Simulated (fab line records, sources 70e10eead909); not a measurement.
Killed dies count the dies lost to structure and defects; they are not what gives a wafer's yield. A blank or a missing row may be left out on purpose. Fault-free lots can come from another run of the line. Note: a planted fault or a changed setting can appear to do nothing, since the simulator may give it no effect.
fab line records    flow nand-harc
[record] lots = 5  wafers = 15  last-day = 25
route steps=1159 shown A_STAIRCASE@583 END@1159
lots that met no fault: taken from a fault-free run of the same line
start-h: start of the lot's first displayed wafer, in hours after the record's first day    wait-h: time in hours since the lot's previous step    " the same as in the row above    L1.1+2: a row that stands for several wafers    - value missing, or start not given    * or withheld: withheld    < > ~ a bound
route shown NAME@n: a module of which the file shows steps, and the number in the route of the first    usual: mean and standard deviation over wafers with no fault    same: alike in all rows    chamber/n: place in a boat    sites: per-site readings    _std_site: the standard deviation of these    _edge_site: inner sites' mean taken away from outer sites' mean    radius-mm: for every site, how far away it sits from the centre of the wafer    mask NAME#n: copy n    behind: the tool/chamber that last shaped the wafer    hold: why the lot went on hold/how many hours it stayed there/how the hold came to an end    device: names the non-switching transistor (n, p or np)    end of line: tests run on the same wafers once the route is complete    a step without rows: its recipe alone    killed: dies lost to structure and defects at the first sort, not the wafer's yield    map: dies across one wafer; x = killed, . = not, _ = none there
set.NAME: the setting as run; set.NAME@STEP: as run at that earlier step    model.NAME: the simulator's own value behind a step, which no gauge read
lots at some steps of the route; a table a step, a row a wafer
services: when a tool's chamber went out of use (start-h, in hours from the record's first day, below 0 if earlier), for how many hours, and the reason
[[steps]]
[step NHARC_A_STAIRCASE_TRIM_189]
[recipe] time-s = 211.2  o2-flow-sccm = 500  ar-flow-sccm = 0  bias-w = 0  chemistry = O2
[step NHARC_A_STAIRCASE_ETCH_190]
[recipe] target-depth-a = 1000  time-s = 40.5  ion-energy-ev = 400  c4f8-flow-sccm = 20  o2-flow-sccm = 10  ar-flow-sccm = withheld  rf-w = 600  bias-w = 1000  chemistry = C4F8/O2
[step NHARC_A_STAIRCASE_TRIM_191]
[recipe] time-s = 211.2  o2-flow-sccm = 500  ar-flow-sccm = 0  bias-w = 0  chemistry = O2
[step NHARC_A_STAIRCASE_ETCH_192]
[recipe] target-depth-a = 1000  time-s = 40.5  ion-energy-ev = 400  c4f8-flow-sccm = 20  o2-flow-sccm = 10  ar-flow-sccm = withheld  rf-w = 600  bias-w = 1000  chemistry = C4F8/O2
[step NHARC_A_STAIRCASE_TRIM_193]
[recipe] time-s = 211.2  o2-flow-sccm = 500  ar-flow-sccm = 0  bias-w = 0  chemistry = O2
[step NHARC_A_STAIRCASE_ETCH_194]
[recipe] target-depth-a = 1000  time-s = 40.5  ion-energy-ev = 400  c4f8-flow-sccm = 20  o2-flow-sccm = 10  ar-flow-sccm = withheld  rf-w = 600  bias-w = 1000  chemistry = C4F8/O2
[usual] oes-product-au = 0.940/0.012  rf-fwd-power-W = 593.3/2.7  rf-vpp-V = 894/5.8
lot.wafer  tool         chamber  start-h  wait-h  oes-product-au  rf-fwd-power-W  rf-hours-counter-h  rf-vpp-V
L327.3     rie-diel-01  3        -        -       0.930           586.2           43                  896
L327.2     "            1        "        "       0.933           596.4           42                  890
L327.6     "            3        "        "       0.921           585.8           -                   898
L328.2     rie-diel-01  0        -        -       0.936           592.6           41                  895
L328.3     "            1        "        "       0.933           594.4           43                  889
L328.4     "            2        "        "       0.951           593.5           36                  889
L330.2     rie-diel-13  3        -        -       0.941           595.4           56                  887
L330.3     "            1        "        "       0.943           591.5           56                  890
L330.5     "            3        "        "       0.938           595.2           -                   889
L331.3     rie-diel-06  2        -        -       0.926           597.0           11                  896
L331.1     "            1        "        "       0.926           593.7           11                  902
L331.5     "            3        "        "       0.952           593.1           -                   887
L347.1     rie-diel-06  1        -        -       0.938           592.8           48                  901
L347.3     "            2        "        "       0.926           594.1           47                  899
L347.6     "            2        "        "       0.914           595.6           -                   898
[step NHARC_A_STAIRCASE_TRIM_196]
[recipe] time-s = 211.2  o2-flow-sccm = 500  ar-flow-sccm = 0  bias-w = 0  chemistry = O2
[usual] drypump-motor-current-A = 6.0/0.36  oes-product-au = 0.999/0.0089  rf-vpp-V = 57.7/0.83  showerhead-plenum-p-Torr = 3.46/0.15  throttle-valve-pct = 17.036/0.0092
lot.wafer  tool         chamber  start-h  wait-h  drypump-motor-current-A  oes-product-au  rf-hours-counter-h  rf-vpp-V  showerhead-plenum-p-Torr  throttle-valve-pct
L327.3     rie-diel-06  3        251.51   0.1     6.3                      1.015           0                   57.1      3.29                      17.033
L327.2     "            0        "        "       5.9                      0.999           0                   58.0      3.61                      17.040
L327.6     "            0        "        "       5.9                      0.982           -                   58.0      3.61                      17.047
L328.2     rie-diel-01  3        252.13   0.1     6.0                      0.983           44                  58.7      3.55                      17.045
L328.3     "            0        "        "       5.7                      0.987           41                  57.7      3.48                      17.025
L328.4     "            1        "        "       5.6                      1.000           43                  56.1      3.33                      17.041
L330.2     rie-diel-13  2        267.54   0.1     6.5                      1.015           59                  57.9      3.27                      17.042
L330.3     "            3        "        "       5.4                      0.988           56                  57.1      3.29                      17.024
L330.5     "            1        "        "       5.3                      0.993           -                   58.1      3.36                      17.044
L331.3     rie-diel-06  1        280.02   0.1     6.6                      0.997           11                  58.1      3.69                      17.049
L331.1     "            2        "        "       6.4                      0.996           11                  58.4      3.60                      17.036
L331.5     "            0        "        "       5.9                      0.988           -                   57.4      3.61                      17.035
L347.3     rie-diel-01  1        372.76   0.1     5.6                      0.990           15                  56.9      3.31                      17.032
L347.1     "            2        "        "       5.8                      0.997           17                  57.5      3.33                      17.033
L347.6     "            1        "        "       5.6                      1.004           -                   55.7      3.31                      17.032
[step NHARC_A_STAIRCASE_ETCH_197]
[recipe] target-depth-a = 1000  time-s = 40.5  ion-energy-ev = 400  c4f8-flow-sccm = 20  o2-flow-sccm = 10  ar-flow-sccm = withheld  rf-w = 600  bias-w = 1000  chemistry = C4F8/O2
[step NHARC_A_STAIRCASE_TRIM_198]
[recipe] time-s = 211.2  o2-flow-sccm = 500  ar-flow-sccm = 0  bias-w = 0  chemistry = O2
[step NHARC_A_STAIRCASE_ETCH_199]
[recipe] target-depth-a = 1000  time-s = 40.5  ion-energy-ev = 400  c4f8-flow-sccm = 20  o2-flow-sccm = 10  ar-flow-sccm = withheld  rf-w = 600  bias-w = 1000  chemistry = C4F8/O2
[step NHARC_A_STAIRCASE_TRIM_200]
[recipe] time-s = 211.2  o2-flow-sccm = 500  ar-flow-sccm = 0  bias-w = 0  chemistry = O2
[step NHARC_A_STAIRCASE_ETCH_201]
[recipe] target-depth-a = 1000  time-s = 40.5  ion-energy-ev = 400  c4f8-flow-sccm = 20  o2-flow-sccm = 10  ar-flow-sccm = withheld  rf-w = 600  bias-w = 1000  chemistry = C4F8/O2
[usual] oes-product-au = 0.941/0.011  rf-fwd-power-W = 593.2/2.7  rf-vpp-V = 894/5.4
lot.wafer  tool         chamber  start-h  wait-h  oes-product-au  rf-fwd-power-W  rf-hours-counter-h  rf-vpp-V
L328.2     rie-diel-01  1        253.51   -       0.932           593.9           44                  888
L328.3     "            2        "        "       0.930           598.0           37                  891
L328.4     "            0        "        "       0.922           590.8           42                  894
L327.3     rie-diel-06  1        253.53   -       0.949           590.9           1                   903
L327.2     "            3        "        "       0.937           590.1           2                   887
L327.6     "            0        "        "       0.942           595.4           -                   899
L330.2     rie-diel-13  3        268.18   -       0.935           594.8           56                  887
L330.3     "            1        "        "       0.951           594.5           56                  888
L330.5     "            0        "        "       0.911           592.9           -                   897
L331.1     rie-diel-06  3        280.81   -       0.936           595.3           10                  887
L331.3     "            0        "        "       0.930           596.2           10                  899
L331.5     "            0        "        "       0.941           595.5           -                   900
L347.3     rie-diel-01  0        373.88   -       0.945           590.9           17                  893
L347.1     "            1        "        "       0.940           592.4           15                  889
L347.6     "            3        "        "       0.923           588.7           -                   896
[step NHARC_A_STAIRCASE_TRIM_202]
[recipe] time-s = 211.2  o2-flow-sccm = 500  ar-flow-sccm = 0  bias-w = 0  chemistry = O2
[step NHARC_A_STAIRCASE_ETCH_203]
[recipe] target-depth-a = 1000  time-s = 40.5  ion-energy-ev = 400  c4f8-flow-sccm = 20  o2-flow-sccm = 10  ar-flow-sccm = withheld  rf-w = 600  bias-w = 1000  chemistry = C4F8/O2
[step NHARC_A_STAIRCASE_STRIP_205]
[recipe] power-w = 1500  temp-c = 250  chemistry = O2
[usual] drypump-motor-current-A = 5.41/0.28  heater-power-w = 335/33  rf-refl-power-W = 20/8.8
lot.wafer  tool             chamber  start-h  wait-h  drypump-motor-current-A  heater-power-w  rf-hours-counter-h  rf-refl-power-W
L327.2     plasma-asher-01  0        253.98   0.1     5.10                     357             51                  14
L327.3     "                0        "        "       5.11                     357             -                   13
L327.6     "                0        "        "       5.10                     361             -                   13
L328.2     plasma-asher-01  0        254.41   0.1     5.10                     356             51                  14
L328.4     "                1        "        "       5.11                     399             -                   33
L328.3     "                0        "        "       5.11                     357             -                   13
L330.2     plasma-asher-02  0        268.58   0.1     5.60                     291             28                  -
L330.3     "                0        "        "       5.59                     300             -                   -
L330.5     "                1        "        "       5.71                     320             -                   -
L331.1     plasma-asher-02  0        282.82   1.6     5.59                     289             34                  10
L331.3     "                0        "        "       5.59                     291             -                   10
L331.5     "                1        "        "       5.69                     321             -                   24
L347.1     plasma-asher-01  1        374.28   0.1     5.10                     385             35                  34
L347.3     "                1        "        "       5.11                     366             -                   32
L347.6     "                1        "        "       5.09                     372             -                   33
[step NHARC_A_STAIRCASE_STRIP_206]
[recipe] time-s = 900  temp-c = 130  chemistry = SPM
[step NHARC_A_STAIRCASE_PRECLEAN_207]
[recipe] time-s = *  temp-c = 50  bath-age-min = 0  chemistry = SC1
[step NHARC_A_STAIRCASE_SRD_208]
[step NHARC_A_STAIRCASE_DEHYDRATE_209]
[recipe] temp-c = 150  time-s = 120
[step NHARC_A_STAIRCASE_HMDS_210]
[recipe] time-s = 30
[step NHARC_A_STAIRCASE_COAT_211]
[recipe] spin-rpm = 1200
[step NHARC_A_STAIRCASE_SOFTBAKE_212]
[recipe] temp-c = 135  time-s = 170
[step NHARC_A_STAIRCASE_EBR_213]
[step NHARC_A_STAIRCASE_EXPOSE_214]
[recipe] na = 0.5  dose-mj = 31.26  mask-id = STAIR_3
[step NHARC_A_STAIRCASE_PEB_215]
[recipe] peb-temp-c = 115  peb-time-s = 130
[step NHARC_A_STAIRCASE_DEVELOP_216]
[recipe] time-s = 140
[step NHARC_A_STAIRCASE_HARDBAKE_218]
[recipe] temp-c = 120  time-s = 140
[step NHARC_A_STAIRCASE_DESCUM_219]
[recipe] time-s = 3  o2-flow-sccm = 200  ar-flow-sccm = 0  bias-power-w = 0  chemistry = O2
[step NHARC_A_STAIRCASE_TRIM_220]
[recipe] time-s = 211.2  o2-flow-sccm = 500  ar-flow-sccm = 0  bias-w = 0  chemistry = O2
[step NHARC_A_STAIRCASE_ETCH_221]
[recipe] target-depth-a = 1000  time-s = 40.5  ion-energy-ev = 400  c4f8-flow-sccm = 20  o2-flow-sccm = 10  ar-flow-sccm = withheld  rf-w = 600  bias-w = 1000  chemistry = C4F8/O2
[step NHARC_A_STAIRCASE_TRIM_222]
[recipe] time-s = 211.2  o2-flow-sccm = 500  ar-flow-sccm = 0  bias-w = 0  chemistry = O2
[step NHARC_A_STAIRCASE_ETCH_223]
[recipe] target-depth-a = 1000  time-s = 40.5  ion-energy-ev = 400  c4f8-flow-sccm = 20  o2-flow-sccm = 10  ar-flow-sccm = withheld  rf-w = 600  bias-w = 1000  chemistry = C4F8/O2
[step NHARC_A_STAIRCASE_TRIM_224]
[recipe] time-s = 211.2  o2-flow-sccm = 500  ar-flow-sccm = 0  bias-w = 0  chemistry = O2
[usual] drypump-motor-current-A = 5.9/0.35  oes-product-au = 0.997/0.0092  rf-vpp-V = 57.6/0.85  showerhead-plenum-p-Torr = 3.46/0.14  throttle-valve-pct = 17.036/0.0092
lot.wafer  tool         chamber  start-h  wait-h  drypump-motor-current-A  oes-product-au  rf-hours-counter-h  rf-vpp-V  showerhead-plenum-p-Torr  throttle-valve-pct
L327.3     rie-diel-01  3        -        -       6.0                      0.983           46                  57.5      3.55                      17.045
L327.2     "            0        "        "       5.8                      0.989           43                  56.7      3.48                      17.032
L327.6     "            0        "        "       5.8                      1.002           -                   58.6      3.48                      17.037
L328.3     rie-diel-01  0        -        -       5.8                      1.005           44                  58.1      3.48                      17.043
L328.2     "            3        "        "       6.0                      0.993           46                  57.6      3.55                      17.023
L328.4     "            0        "        "       5.8                      0.997           -                   57.2      3.48                      17.038
L330.3     rie-diel-13  2        -        -       6.6                      1.003           60                  56.4      3.27                      17.030
L330.2     "            0        "        "       5.7                      0.974           58                  57.6      3.58                      17.026
L330.5     "            2        "        "       6.6                      0.992           -                   57.9      3.27                      17.045
L331.1     rie-diel-01  3        -        -       6.0                      0.989           55                  59.2      3.55                      17.039
L331.3     "            1        "        "       5.6                      0.990           53                  56.0      3.32                      17.025
L331.5     "            3        "        "       6.0                      0.993           -                   58.1      3.55                      17.049
L347.3     rie-diel-01  3        -        -       6.0                      1.004           19                  57.5      3.53                      17.044
L347.1     "            1        "        "       5.6                      0.998           16                  57.2      3.31                      17.044
L347.6     "            2        "        "       5.8                      1.020           -                   58.9      3.33                      17.044
[step NHARC_A_STAIRCASE_ETCH_225]
[recipe] target-depth-a = 1000  time-s = 40.5  ion-energy-ev = 400  c4f8-flow-sccm = 20  o2-flow-sccm = 10  ar-flow-sccm = withheld  rf-w = 600  bias-w = 1000  chemistry = C4F8/O2
[step NHARC_A_STAIRCASE_TRIM_226]
[recipe] time-s = 211.2  o2-flow-sccm = 500  ar-flow-sccm = 0  bias-w = 0  chemistry = O2
[usual] drypump-motor-current-A = 5.9/0.36  oes-product-au = 0.998/0.008  rf-vpp-V = 57.7/0.86  showerhead-plenum-p-Torr = 3.45/0.14  throttle-valve-pct = 17.037/0.0095
lot.wafer  tool         chamber  start-h  wait-h  drypump-motor-current-A  oes-product-au  rf-hours-counter-h  rf-vpp-V  showerhead-plenum-p-Torr  throttle-valve-pct
L327.3     rie-diel-01  3        -        -       6.0                      0.988           46                  57.2      3.55                      17.023
L327.2     "            0        "        "       5.7                      0.993           43                  58.3      3.48                      17.022
L327.6     "            3        "        "       6.0                      0.986           -                   56.7      3.55                      17.033
L328.3     rie-diel-01  2        -        -       5.8                      0.996           39                  56.7      3.35                      17.033
L328.2     "            3        "        "       6.0                      0.997           46                  58.8      3.55                      17.030
L328.4     "            2        "        "       5.8                      1.002           -                   56.7      3.35                      17.032
L330.3     rie-diel-13  3        -        -       5.4                      1.007           57                  57.3      3.29                      17.039
L330.2     "            0        "        "       5.6                      0.980           58                  58.6      3.58                      17.039
L330.5     "            2        "        "       6.6                      1.003           -                   57.5      3.27                      17.027
L331.3     rie-diel-01  1        -        -       5.6                      0.995           53                  58.8      3.32                      17.032
L331.1     "            2        "        "       5.8                      1.000           48                  56.7      3.35                      17.037
L331.5     "            0        "        "       5.8                      1.004           -                   57.8      3.47                      17.035
L347.3     rie-diel-01  1        -        -       5.6                      0.991           16                  56.3      3.31                      17.049
L347.1     "            3        "        "       6.0                      1.001           19                  57.3      3.53                      17.029
L347.6     "            1        "        "       5.6                      0.996           -                   58.1      3.31                      17.029
[step NHARC_A_STAIRCASE_ETCH_227]
[recipe] target-depth-a = 1000  time-s = 40.5  ion-energy-ev = 400  c4f8-flow-sccm = 20  o2-flow-sccm = 10  ar-flow-sccm = withheld  rf-w = 600  bias-w = 1000  chemistry = C4F8/O2
[step NHARC_A_STAIRCASE_TRIM_229]
[recipe] time-s = 211.2  o2-flow-sccm = 500  ar-flow-sccm = 0  bias-w = 0  chemistry = O2
[step NHARC_A_STAIRCASE_ETCH_230]
[recipe] target-depth-a = 1000  time-s = 40.5  ion-energy-ev = 400  c4f8-flow-sccm = 20  o2-flow-sccm = 10  ar-flow-sccm = withheld  rf-w = 600  bias-w = 1000  chemistry = C4F8/O2
[step NHARC_END_SORT_01]
[recipe] temp-c = 25
[usual] killed-at-array = 26/11  killed-at-other = 0.4/0.78  killed-at-periphery = 3.4/2.4  killed-dies = 29/11  killed-open = 3.1/1.9  killed-short = 1.9/1.4
[same] gross-dies = 677
lot.wafer  tool       chamber  start-h  wait-h  killed-at-array  killed-at-other  killed-at-periphery  killed-dies  killed-open  killed-short
L330.2     prober-02  0        529.65   2.8     12               1                0                    13           1            0
L330.3     prober-02  0        530.45   3.1     20               1                3                    24           2            1
L330.5     prober-02  0        532.06   3.7     22               1                5                    28           4            2
L331.1     prober-02  0        544.60   2.5     21               0                2                    23           1            1
L331.3     prober-02  0        546.21   3.1     13               0                2                    15           3            3
L347.1     prober-01  0        599.04   2.5     87               0                0                    87           5            2
// killed by level:class
L330.2 A_SLIT:chamber-film-flake=5 A_STAIRCASE:chamber-film-flake=3 A_CHANNEL_HOLE_D1:chamber-film-flake=2 A_CONTACT:chamber-film-flake=2 STARTING-WAFER:geometric-particle:open=1
L330.3 A_SLIT:chamber-film-flake=15 A_STAIRCASE:chamber-film-flake=2 P_GATE:geometric-particle:short=1 P_GATE:geometric-particle:open=1 A_CHANNEL_FILL_D1:geometric-particle:open=1 P_ZERO_WELL:chamber-film-flake=1 A_CONTACT:chamber-film-flake=1 A_M1:chamber-film-flake=1
L330.5 A_SLIT:chamber-film-flake=11 P_CONTACT:chamber-film-flake=4 A_CONTACT:geometric-particle:open=3 A_CHANNEL_HOLE_D1:chamber-film-flake=2 A_CONTACT:chamber-film-flake=2 A_CHANNEL_HOLE_D1:geometric-particle:open=1 A_SGD_CUT:geometric-particle:short=1 A_WL_FILL:geometric-particle:short=1
L331.1 A_STAIRCASE:chamber-film-flake=7 A_CONTACT:chamber-film-flake=7 A_CHANNEL_HOLE_D1:chamber-film-flake=5 P_STI:chamber-film-flake=2 A_SGD_CUT:geometric-particle:short=1 A_CONTACT:geometric-particle:open=1
L331.3 A_STAIRCASE:chamber-film-flake=4 A_CONTACT:chamber-film-flake=3 A_CONTACT:geometric-particle:open=2 P_GATE:geometric-particle:open=1 A_CHANNEL_FILL_D1:geometric-particle:short=1 A_SGD_CUT:geometric-particle:short=1 A_CONTACT:geometric-particle:short=1 P_M2:chamber-film-flake=1
L347.1 A_STAIRCASE:unspecified=68 A_CHANNEL_HOLE_D1:chamber-film-flake=7 A_CONTACT:geometric-particle:open=3 A_STAIRCASE:chamber-film-flake=2 A_CHANNEL_FILL_D1:geometric-particle:open=1 A_WL_FILL:geometric-particle:short=1 A_CONTACT:geometric-particle:short=1 A_M0:geometric-particle:open=1
// map L347.1 (x killed, . not)
____________.____________
_________......._________
_______..........x_______
______.........xx.x______
_____..........xxxxx_____
____............xxxxx____
____............xxxxx____
___............xxxxxxx___
___............xxxxxxx___
__..............xxxxxxx__
__.............xxxxxxxx__
_........x.......xxxxxx._
_............x...xxxxxx._
_...............xxxxx..x_
_............x......xx.._
_......................._
.........................
.....................x...
..................x......
...x....................x
.........x.......x..x....
_..............x.x......_
_.................x....._
_..................x...._
_...............x.....x._
_......................._
__.....................__
__....................x__
___...................___
___...................___
____.................____
____......x..........____
_____..............._____
______.............______
_______..x........_______
_________......._________
____________.____________
// map L328.4 (x killed, . not)
____________.____________
_________......._________
_______..........._______
______.............______
_____........x......_____
____.........x.......____
____.......x.........____
___....x....x.........___
___.......x.x.........___
__.x..........x........__
__.....................__
_......................._
_..x...................._
_......................._
_......................._
_......................._
.........................
.......................x.
....................x....
...................x.....
.........................
_......................._
_...............x......._
_......................._
_.......x...x..........x_
_......................._
__.....................__
__x....................__
___...................___
___...................___
____.................____
____.................____
_____..............._____
______..x..x.......______
_______..........._______
_________......._________
____________.____________
[[services]]
tool             chamber  start-h  hours  kind
rie-diel-06      -        241.27   9.0    pm
rie-diel-01      0        244.88   -      clean
rie-diel-01      1        244.88   -      clean
rie-diel-01      2        244.88   -      clean
rie-diel-01      3        244.88   -      clean
rie-diel-01      1        255.60   2.0    repair
rie-diel-01      0        260.84   5.2    repair
plasma-asher-02  -        263.43   0.5    repair
rie-diel-01      0        269.38   -      clean
rie-diel-01      1        269.38   -      clean
rie-diel-01      2        269.38   -      clean
rie-diel-01      3        269.38   -      clean
rie-diel-13      -        276.08   9.0    pm
plasma-asher-01  -        276.52   9.0    pm
rie-diel-01      0        293.91   -      clean
rie-diel-01      1        293.91   -      clean
rie-diel-01      2        293.91   -      clean
rie-diel-06      -        296.99   3.5    repair
rie-diel-01      1        308.71   14.6   repair
rie-diel-13      2        309.80   3.9    repair
rie-diel-01      -        315.40   9.0    pm
rie-diel-01      1        333.90   6.0    repair
rie-diel-06      3        359.28   27.0   repair
plasma-asher-02  -        360.51   9.0    pm
[[key]]
[first-sign] step = NHARC_END_SORT_01  reading = killed-at-array  direction = up  sigmas = 5.8  usual = 26  struck = 87
[effect] step = NHARC_END_SORT_01  reading = killed-dies  direction = up  sigmas = 5.3  usual = 29  struck = 87
[more-kills-born-at] NHARC_A_STAIRCASE_ETCH_201@rie-diel-01 = 68
met-at NHARC_A_STAIRCASE_ETCH_201
struck-wafers L347.1
tester-left-out L347
onset-between 253.51 373.88
[fault] kind = chamber-particle-source  tool = rie-diel-01  chamber = 1  onset-h = 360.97  steps = NHARC_A_STAIRCASE_ETCH_201  rate-per-visit-cm2 = 0.69613  end-h = 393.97
// tester-left-out: of these lots the tester's yield and bins aren't shown, on N5 and GAA mostly nor the transistor test; their killed dies are dies lost to structure and defects alone, not to doping, threshold or leakage, so they don't give the yield
